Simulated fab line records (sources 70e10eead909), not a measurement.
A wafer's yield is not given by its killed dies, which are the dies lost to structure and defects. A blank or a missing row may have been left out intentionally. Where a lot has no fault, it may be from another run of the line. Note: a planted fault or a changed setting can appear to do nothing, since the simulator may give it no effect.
Chamber matching ; flow nandHarc ; 4 sister chambers for NHARC_A_CHANNEL_FILL_D1_ALD_16 on aldHk-02
The step deposits SiO2, target thk 1.5 nm, pulse time 10 s, ald cycles 15. 4 wafers are shown with their chamber, then 7 later ones without.

EACH WAFER AND ITS CHAMBER
wafer;chamber;heaterPowerW (W)
L614.3;1;489
L614.6;3;398
L617.1;2;520
L617.3;0;464

WAFERS WITHOUT THEIR CHAMBER
wafer;heaterPowerW (W)
L617.5;478
L623.2;445
L623.5;500
L623.6;403
L625.2;506
L625.3;505
L625.4;442

THE CHAMBER EACH PASSED THROUGH
wafer;from the rows above;in truth
L617.5;can't be placed: 1 or 0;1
L623.2;can't be placed: 0 or 1 or 3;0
L623.5;can't be placed: 1 or 2 or 0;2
L623.6;3;3
L625.2;can't be placed: 2 or 1 or 0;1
L625.3;can't be placed: 2 or 1 or 0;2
L625.4;can't be placed: 0 or 3 or 1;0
Placed correctly: 1 of 7. Unplaceable from these rows: 6, with the true chamber sitting among the candidates in 6. Wrongly placed: 0.
How it was worked out, from the rows above alone: a wafer's distance from a chamber is the root of the sum, over the readings, of the square of ((its reading less the chamber's mean) divided by the reading's scatter). If the next closest chamber is less than 2 further off than the closest, the wafer can't be placed; otherwise it belongs to the closest. A chamber's mean is the mean of its shown wafers. The scatter: root of mean squared gap, hidden wafer to nearest shown wafer, with one shown wafer a chamber.
